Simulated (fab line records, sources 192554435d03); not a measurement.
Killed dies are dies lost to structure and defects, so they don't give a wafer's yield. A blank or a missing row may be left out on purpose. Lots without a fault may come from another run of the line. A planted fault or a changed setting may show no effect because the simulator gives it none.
fab line records | flow n5_finfet
record lots=6 wafers=16 last_day=18
route steps=1938 shown BEOL_M0@721 BEOL_M4@1111
lots that met no fault: from a run of the same line without faults
start_h: hours from the record's first day to the start of the lot's first wafer shown | wait_h: hours since the lot's step before | " the same as in the row above | L1.1+2: a row that stands for several wafers | - no value, or no start given | * or withheld: withheld | < > ~ a bound
route shown NAME@n: a module of which the file shows steps, and the number in the route of the first | usual: mean/standard deviation of fault-free wafers | same: alike in all rows | chamber/n: place in a boat | sites: the reading at each site | _std_site: their standard deviation | _edge_site: outer sites' mean less inner sites' | radius_mm: how far each site lies from the wafer's centre | mask NAME#n: copy n | behind: the tool/chamber that last shaped the wafer | hold: why the lot was held/for how many hours/how that ended | device: the transistor (n, p or np) that didn't switch | end of line: the same wafers' tests at the end of the route | a step without rows: its recipe alone | killed: dies lost to structure and defects at the first sort, not the wafer's yield | map: a wafer's dies, x killed, . not, _ none there
set.NAME: the setting as run; set.NAME@STEP: as run at that earlier step | model.NAME: the simulator's own value behind a step, which no gauge read
lots at some steps of the route; a table a step, a row a wafer
services: from which hour (start_h, from the record's first day; less than 0 if before it) a tool's chamber was out of use, for how many hours, and why
## steps
# step N5_BEOL_M0_TRENCH_ETCH_107
# recipe chemistry=C4F6/O2 target_depth_a=328 target=SiOC time_s=16.4 ion_energy_ev=250 pressure_mtorr=30 source_w=355 bias_w=185 Ar_flow_sccm=300 C4F6_flow_sccm=10 O2_flow_sccm=10
# usual bias_w=185.0/0.57 drypump_motor_current_A=5.7/0.63 oes_product_au=0.82/0.088 rf_vpp_V=662/13 showerhead_plenum_p_Torr=2.80/0.092 throttle_valve_pct=20.87/0.26
# columns lot.wafer tool chamber start_h wait_h bias_w drypump_motor_current_A oes_product_au rf_hours_counter_h rf_vpp_V showerhead_plenum_p_Torr throttle_valve_pct
L183.4 rie_diel-03 1 135.67 0.0 185.8 6.6 0.69 213 643 2.72 21.17
L183.5 " 3 " " 185.9 6.5 0.97 - 685 3.05 20.68
L183.6 " 0 " " 184.4 5.0 0.91 - 660 2.92 21.05
L186.1 rie_diel-06 3 158.86 0.0 185.6 6.7 0.99 3 657 2.79 20.78
L186.3 " 0 " " 185.1 5.2 0.85 55 671 2.80 20.97
L186.6 " 3 " " 184.6 6.6 0.99 - 657 2.79 20.78
L189.1 rie_diel-06 2 169.03 0.0 184.2 5.4 0.71 221 652 2.71 21.11
L189.3 " 0 " " 187.1 5.2 0.84 59 673 2.79 20.95
L189.4 " 1 " " 185.4 4.8 0.83 92 673 2.76 20.85
L198.2 rie_diel-04 2 229.79 0.0 185.2 5.9 0.67 247 649 2.81 21.16
L198.3 " 1 " " 185.4 6.1 0.83 69 650 2.76 20.59
L199.2 rie_diel-06 0 240.68 0.0 185.8 5.2 0.81 83 670 2.78 20.98
L199.6 " 2 " " 184.7 5.4 0.69 - 652 2.70 21.14
L202.1 rie_diel-03 0 252.39 0.0 184.7 5.0 0.84 66 658 2.90 21.11
L202.3 " 2 " " 184.6 4.8 0.85 58 679 2.76 20.36
L202.5 " 3 " " 184.8 6.5 0.87 - 685 3.03 20.75
# step N5_BEOL_M0_STRIP_142
# recipe chemistry=N2/H2 time_s=10 power_w=450 temp_c=40 pressure_mtorr=20 rf_frequency_hz=6e+07 bias_power_w=7 n2_flow_sccm=200 h2_flow_sccm=200
# usual bias_power_w=6.995/0.022 drypump_motor_current_A=5.7/0.63 oes_product_au=0.83/0.088 rf_vpp_V=59.0/0.89 showerhead_plenum_p_Torr=2.49/0.075 throttle_valve_pct=23.69/0.29
# columns lot.wafer tool chamber start_h wait_h bias_power_w drypump_motor_current_A oes_product_au rf_hours_counter_h rf_vpp_V showerhead_plenum_p_Torr throttle_valve_pct
L183.4 rie_diel-03 1 135.69 0.0 6.994 6.6 0.70 213 57.9 2.42 24.24
L183.5 " 3 " " 6.993 6.5 0.97 - 58.2 2.69 23.13
L183.6 " 0 " " 6.958 5.1 0.92 - 59.8 2.59 23.68
L186.1 rie_diel-06 3 158.89 0.0 6.996 6.7 0.99 3 59.9 2.49 23.54
L186.3 " 0 " " 6.965 5.2 0.86 55 58.3 2.48 23.90
L186.6 " 3 " " 6.981 6.7 0.99 - 59.7 2.49 23.55
L189.1 rie_diel-06 2 169.06 0.0 7.021 5.4 0.72 221 58.9 2.42 24.12
L189.3 " 0 " " 6.961 5.2 0.85 59 58.6 2.48 23.91
L189.4 " 1 " " 6.989 4.8 0.82 92 57.8 2.47 23.70
L198.2 rie_diel-04 2 229.81 0.0 6.991 5.9 0.67 247 59.4 2.50 23.95
L198.3 " 1 " " 6.983 6.1 0.83 69 57.2 2.47 23.39
L199.2 rie_diel-06 0 240.70 0.0 6.987 5.2 0.81 83 59.1 2.47 23.93
L199.6 " 2 " " 6.951 5.4 0.70 - 58.8 2.41 24.13
L202.1 rie_diel-03 0 252.41 0.0 6.969 5.0 0.85 66 58.9 2.57 23.77
L202.3 " 2 " " 6.986 4.8 0.85 58 57.9 2.49 23.49
L202.5 " 3 " " 7.026 6.5 0.87 - 58.7 2.68 23.18
# step N5_BEOL_M0_OCD_MEAS_108
# usual trench_depth_nm=33.0/0.74
# columns lot.wafer tool chamber start_h wait_h trench_depth_nm
L183.4 ocd-01 - 135.78 0.1 32.8
L183.5 " - " " 34.2
L183.6 " - " " 33.0
L186.1 ocd-01 - 158.97 0.1 32.6
L186.3 " - " " 32.2
L186.6 " - " " 32.0
L189.1 ocd-01 - 169.14 0.1 32.4
L189.3 " - " " 32.4
L189.4 " - " " 32.6
L198.2 ocd-02 - 229.89 0.1 32.2
L198.3 " - " " 33.0
L199.2 ocd-01 - 240.78 0.1 32.6
L199.6 " - " " 32.1
L202.1 ocd-02 - 252.49 0.1 33.0
L202.3 " - " " 32.5
L202.5 " - " " 33.4
# step N5_BEOL_M0_HM_STRIP_129
# recipe chemistry=peroxide_tin_strip material=TiN target_depth_a=170 temp_c=50 time_s=108
# step N5_BEOL_M0_SRD_130
# recipe time_s=30 temp_c=23 rinse_liquid=diw dry=ipa_marangoni
# step N5_BEOL_M0_ETCH_109
# recipe chemistry=CH3F/O2 target_depth_a=80 overetch_a=24 target=SiCN time_s=27.4 ion_energy_ev=120 pressure_mtorr=30 source_w=395 bias_w=75 Ar_flow_sccm=150 CH3F_flow_sccm=30 O2_flow_sccm=20
# step N5_BEOL_M0_STRIP_139
# recipe chemistry=post_etch_residue_remover time_s=60 temp_c=25 remover_ph=withheld remover_water_wt_pct=withheld remover_fluoride_wt_pct=withheld
# step N5_BEOL_M0_SRD_111
# recipe time_s=30 temp_c=23 rinse_liquid=diw dry=ipa_marangoni
# step N5_BEOL_M0_DEGAS_112
# recipe ambient=vacuum temp_c=250 time_s=60
# step N5_BEOL_M0_PRE_CLEAN_113
# recipe gas=H2/He time_s=30 temp_c=250
# usual heater_power_w=330/40
# columns lot.wafer tool chamber start_h wait_h heater_power_w
L183.4 pvd_sputter-01 - 136.54 0.0 315
L183.5 " - " " 292
L183.6 " - " " 314
L186.1 pvd_sputter-03 - 159.76 0.0 395
L186.3 " - " " 269
L186.6 " - " " 325
L189.1 pvd_sputter-01 - 169.74 0.0 282
L189.3 " - " " 316
L189.4 " - " " 292
L198.2 pvd_sputter-02 - 231.62 0.0 281
L198.3 " - " " 394
L199.2 pvd_sputter-02 - 241.31 0.0 306
L199.6 " - " " 317
L202.1 pvd_sputter-01 - 254.65 0.0 397
L202.3 " - " " 320
L202.5 " - " " 398
# step N5_BEOL_M0_ALD_136
# recipe material=TaN target_thk_a=* temp_c=275 ald_precursor_family=PDMAT ald_co_reactant=NH3 pressure_torr=3 carrier_flow_sccm=1500 pulse_time_s=2 purge_time_s=3 co_reactant_purge_time_s=2 co_reactant_pulse_time_s=3 ald_cycles=30 precursor_vessel_temp_c=75 precursor_vessel_pressure_torr=26.25 precursor_vessel_carrier_sccm=1000
# usual heater_power_w=435/44 precursor_vessel_carrier_sccm=999.9/3
# same co_reactant_purge_time_s=2
# columns lot.wafer tool chamber start_h wait_h heater_power_w precursor_vessel_carrier_sccm
L183.4 ald_metal-04 1 136.60 0.0 493 999.8
L183.5 " 2 " " 424 995.9
L183.6 " 1 " " 506 998.1
L186.1 ald_metal-04 1 159.82 0.0 496 996.1
L186.3 " 0 " " 410 998.3
L186.6 " 0 " " 415 997.9
L189.1 ald_metal-04 3 169.80 0.0 437 999.8
L189.3 " 1 " " 499 998.7
L189.4 " 2 " " 428 1001.9
L198.2 ald_metal-02 3 231.68 0.0 412 1006.1
L198.3 " 0 " " 462 999.4
L199.2 ald_metal-04 2 241.60 0.3 413 994.7
L199.6 " 0 " " 412 1004.8
L202.1 ald_metal-01 1 254.71 0.0 454 1001.0
L202.3 " 2 " " 504 1001.2
L202.5 " 0 " " 352 995.4
# step N5_BEOL_M0_SURFACE_TREAT_137
# recipe gas=Ar time_s=* ion_energy_ev=* ion_current_ma_cm2=0.5 pressure_mtorr=* ar_flow_sccm=30
# step N5_BEOL_M0_CVD_115
# recipe material=Co target_thk_a=* temp_c=withheld precursor=CCTBA/H2 pressure_torr=30 time_s=120
# usual run_length_s=143.0/0.43
# columns lot.wafer tool chamber start_h wait_h run_length_s
L183.4 cvd_co-01 2 137.08 0.1 143.3
L183.5 " 1 " " 142.8
L183.6 " 0 " " 142.6
L186.1 cvd_co-01 0 160.10 0.0 142.4
L186.3 " 0 " " 142.6
L186.6 " 2 " " 143.4
L189.1 cvd_co-02 2 170.20 0.0 143.0
L189.3 " 0 " " 143.4
L189.4 " 2 " " 142.6
L198.2 cvd_co-01 1 232.15 0.1 72.5
L198.3 " 0 " " 71.5
L199.2 cvd_co-01 1 243.18 0.3 72.4
L199.6 " 2 " " 143.6
L202.1 cvd_co-02 2 255.39 0.3 142.7
L202.3 " 0 " " 143.2
L202.5 " 0 " " 142.8
# step N5_BEOL_M0_SPUTTER_116
# recipe material=Cu target_thk_a=40 temp_c=-20 chamber_pressure_pa=0.07 power_w=withheld time_s=7.37
# usual throttle_valve_pct=30.2/0.61
# columns lot.wafer tool chamber start_h wait_h throttle_valve_pct
L183.4 pvd_sputter-02 - 137.39 0.3 30.2
L183.5 " - " " 29.9
L183.6 " - " " 31.2
L186.1 pvd_sputter-03 - 160.25 0.1 29.6
L186.3 " - " " 30.1
L186.6 " - " " 30.1
L189.1 pvd_sputter-02 - 170.40 0.2 31.3
L189.3 " - " " 30.0
L189.4 " - " " 30.2
L198.2 pvd_sputter-01 - 232.30 0.1 30.3
L198.3 " - " " 29.7
L199.2 pvd_sputter-01 - 244.77 1.5 30.3
L199.6 " - " " 30.2
L202.1 pvd_sputter-01 - 255.49 0.1 29.8
L202.3 " - " " 30.0
L202.5 " - " " 29.8
# step N5_BEOL_M4_RC_MEAS_101
# usual DIBL_N=36.0/1.6 DIBL_P=36.1/2 IOFF_N=0.160/0.029 IOFF_P=0.21/0.039 ION_N=675/13 ION_P=464/8.8 SS_N=71.5/0.58 SS_P=73.3/0.65 VT_N=250/3.3 VT_P=-249/3.6
# columns lot.wafer tool chamber start_h wait_h DIBL_N[mV/V] DIBL_P[mV/V] IOFF_N[nA/um] IOFF_P[nA/um] ION_N[uA/um] ION_P[uA/um] SS_N[mV/dec] SS_P[mV/dec] VT_N[mV] VT_P[mV]
L183.4 prober-02 0 187.27 0.5 35.3 35.7 0.135 0.17 667 455 72.0 72.2 252 -256
L183.5 " 0 " " 33.8 33.5 0.111 0.14 656 454 71.8 72.8 256 -258
L183.6 " 0 " " 35.2 34.8 0.135 0.17 675 460 71.8 73.1 253 -254
L186.1 prober-01 0 204.34 0.0 35.6 35.6 0.160 0.19 655 449 71.4 73.5 252 -252
L186.3 " 0 " " 35.5 37.7 0.152 0.21 669 455 71.2 74.0 254 -251
L186.6 " 0 " " 37.6 38.3 0.188 0.23 671 457 71.9 74.1 249 -249
L189.1 prober-02 0 220.01 0.0 36.2 34.9 0.161 0.21 669 460 71.2 73.3 250 -247
L189.3 " 0 " " 38.6 37.5 0.207 0.25 681 456 72.4 73.8 246 -248
L189.4 " 0 " " 39.3 39.8 0.235 0.27 705 476 72.2 74.7 241 -248
L198.2 prober-02 0 286.48 0.2 37.5 38.7 0.187 0.26 682 474 72.0 73.6 244 -248
L198.3 " 0 " " 36.8 37.7 0.163 0.24 679 463 71.4 73.5 250 -248
L199.2 prober-01 0 298.10 0.2 34.5 32.2 0.118 0.15 661 451 71.3 71.8 253 -256
L199.6 " 0 " " 33.9 32.0 0.126 0.15 681 461 70.8 71.9 250 -253
L202.1 prober-02 0 303.28 0.0 34.6 34.1 0.130 0.18 657 452 71.7 72.8 254 -251
L202.3 " 0 " " 36.9 38.1 0.192 0.26 674 464 71.4 73.9 248 -246
L202.5 " 0 " " 33.7 33.0 0.120 0.17 660 454 71.5 72.7 255 -252
## services
# columns tool chamber start_h hours kind
rie_diel-04 1 120.81 9.9 repair
ald_metal-02 3 120.85 3.3 repair
rie_diel-06 3 135.20 - clean
rie_diel-06 3 135.20 - consumable_replace:focus_ring
rie_diel-06 3 135.20 16.4 scheduled_down
rie_diel-06 3 135.20 16.4 vent_cycle
rie_diel-04 0 148.13 8.1 repair
pvd_sputter-03 - 149.66 0.9 repair
cvd_co-01 1 151.35 13.2 repair
ald_metal-02 - 160.91 2.8 pm
ald_metal-01 1 166.47 37.5 repair
ald_metal-01 - 174.89 1.0 repair
cvd_co-02 1 181.35 6.2 repair
cvd_co-02 - 186.63 0.6 repair
ald_metal-01 - 202.97 0.9 repair
cvd_co-01 1 207.09 17.2 repair
ald_metal-02 0 232.68 5.0 repair
rie_diel-03 1 241.09 - clean
rie_diel-03 1 241.09 - consumable_replace:focus_ring
rie_diel-03 1 241.09 - consumable_replace:showerhead
rie_diel-03 1 241.09 30.5 scheduled_down
rie_diel-03 1 241.09 30.5 vent_cycle
rie_diel-06 2 243.08 8.3 repair
ald_metal-02 3 253.00 4.2 repair
## key
first_sign step=N5_BEOL_M0_CVD_115 reading=run_length_s direction=down sigmas=99+ usual=* struck=*
effect none on later readings
met_at N5_BEOL_M0_CVD_115
struck_wafers L198.2,L198.3,L199.2
sort_left_out L198.2,L198.3,L199.2
onset_between 160.10 232.15
fault kind=process_parameter_drift tool=cvd_co-01 chamber=- onset_h=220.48 steps=N5_BEOL_M0_CVD_115 channel=time_s offset=* shape=step end_h=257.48 scope=struck_wafers_only acts_in=* stated=*
# sort_left_out: the simulated sort isn't trusted on such a fault, so these wafers' sort isn't shown, and their yield isn't known
